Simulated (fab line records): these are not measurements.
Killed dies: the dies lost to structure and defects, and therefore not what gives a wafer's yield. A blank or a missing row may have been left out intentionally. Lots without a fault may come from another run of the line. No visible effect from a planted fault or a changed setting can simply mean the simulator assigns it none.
Lot-split experiment    flow n5_finfet    39 wafers read from 7 lots, route of 1938 steps

== ON THE SPLIT ==
At N5_BEOL_M7_DEP_56 (deposits SiCN from 3MS/NH3, target thk 10 nm, time 17.5 s), the setting target_thk_a was moved away from the recipe's 100 angstrom on 12 of the 39 wafers read, by -46.5% to +56.7%. The other wafers ran this setting at the recipe's value.

Reading taken at the split's own step.

== THE READING ==
SiCN_of_BEOL_M7_DEP_56.thk_nm (the simulator's own value, which no gauge read), in nm, at N5_BEOL_M7_DEP_56 (deposits SiCN from 3MS/NH3, target thk 10 nm, time 17.5 s). The file gives no usual value for it. Average 10.0 nm, standard deviation 0.21 nm, over the 27 wafers here run with the recipe.

wafer   tool, chamber at the split  target_thk_a as run, angstrom  against the recipe  SiCN_of_BEOL_M7_DEP_56.thk_nm, nm  against lot-mates on the recipe
L075.1  pecvd-02, 1                 100                            recipe              10                                 -
L075.2  pecvd-02, 0,1               68.65                          -31.3%              7                                  -3.1
L075.4  pecvd-02, 0,1               68.65                          -31.3%              7                                  -3.1
L075.3  pecvd-02, 0,1               100                            recipe              10.2                               -
L075.5  pecvd-02, 0,1               100                            recipe              10.2                               -
L075.6  pecvd-02, 0                 68.65                          -31.3%              7.2                                -2.9
L078.1  pecvd-02, 0,2,1             53.5                           -46.5%              5.4                                -4.7
L078.2  pecvd-02, 0,2,1             53.5                           -46.5%              5.4                                -4.7
L078.4  pecvd-02, 0,2,1             53.5                           -46.5%              5.4                                -4.7
L078.3  pecvd-02, 1                 100                            recipe              9.8                                -
L078.5  pecvd-02, 2                 100                            recipe              10.4                               -
L078.6  pecvd-02, 0                 100                            recipe              10.2                               -
L081.1  pecvd-02, 0,0,1             100                            recipe              10                                 -
L081.4  pecvd-02, 0,0,1             100                            recipe              10                                 -
L081.6  pecvd-02, 0,0,1             100                            recipe              10                                 -
L081.2  pecvd-02, 1                 100                            recipe              9.8                                -
L081.3  pecvd-02, 2                 100                            recipe              10.2                               -
L081.5  pecvd-02, 2                 100                            recipe              10.4                               -
L083.3  pecvd-04, 2,1,2             100                            recipe              9.8                                -
L083.5  pecvd-04, 2,1,2             100                            recipe              9.8                                -
L083.6  pecvd-04, 2,1,2             100                            recipe              9.8                                -
L084.1  pecvd-04, 0,2               100                            recipe              9.8                                -
L084.3  pecvd-04, 0,2               100                            recipe              9.8                                -
L084.2  pecvd-04, 1,2,1             100                            recipe              10                                 -
L084.5  pecvd-04, 1,2,1             100                            recipe              10                                 -
L084.6  pecvd-04, 1,2,1             100                            recipe              10                                 -
L084.4  pecvd-04, 0                 100                            recipe              10.2                               -
L093.1  pecvd-04, 2,1               156.7                          +56.7%              15.4                               +5.6
L093.2  pecvd-04, 2,1               156.7                          +56.7%              15.4                               +5.6
L093.3  pecvd-04, 0                 100                            recipe              9.6                                -
L093.4  pecvd-04, 1                 100                            recipe              10                                 -
L093.5  pecvd-04, 2                 156.7                          +56.7%              15.6                               +5.8
L093.6  pecvd-04, 0                 100                            recipe              9.8                                -
L096.1  pecvd-02, 1                 116.2                          +16.2%              11.6                               +1.4
L096.4  pecvd-02, 1                 116.2                          +16.2%              11.6                               +1.4
L096.2  pecvd-02, 2                 116.2                          +16.2%              11.8                               +1.6
L096.3  pecvd-02, 0                 100                            recipe              10                                 -
L096.5  pecvd-02, 0                 100                            recipe              10.2                               -
L096.6  pecvd-02, 2                 100                            recipe              10.4                               -
When a row names more than one chamber, that row covers several wafers, and the file does not tell which wafer ran in which chamber.

FIT RESULTS
A straight line over all 39 wafers: SiCN_of_BEOL_M7_DEP_56.thk_nm changes by +0.0971 nm for each +1% of target_thk_a; r = +1.00; the points scatter about the line by 0.19 nm.
The same after taking each lot's own level away (the mean of its wafers on the recipe; 39 wafers): +0.0998 nm for each +1%; r = +1.00; scatter 0.15 nm.
The reading moves by 5.7 nm for the largest change in target_thk_a, on that fit.
The span of the lots' own levels, 9.80 to 10.20 nm, comes to 1.9 times the standard deviation stated above.
So the lot-to-lot level changes the slope little: the two slopes agree.
Check: with one of the wafers moved furthest among these (+56.7%) left out of the fit, the line predicts +5.66 nm for it against its lot-mates. It came out at +5.6 nm against them.

== THESE WAFERS: OTHER SPLITS ==
Other splits were also applied to these wafers ahead of the reading. Each is held against what the fit with the lots' levels taken away leaves over:
other split on the same wafers           wafers away from the commonest value  r with SiCN_of_BEOL_M7_DEP_56.thk_nm (lot level and that fit taken away)
N5_BEOL_M0_SAQP_ILD_DEP_01 target_thk_a  18                                    +0.01
N5_BEOL_M3_ETCH_41 target_depth_a        9                                     -0.10

== THE FILE'S OWN FIT ==
SiCN_of_BEOL_M7_DEP_56.thk_nm changes by +0.0999 nm for each +1% of target_thk_a, r = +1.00.
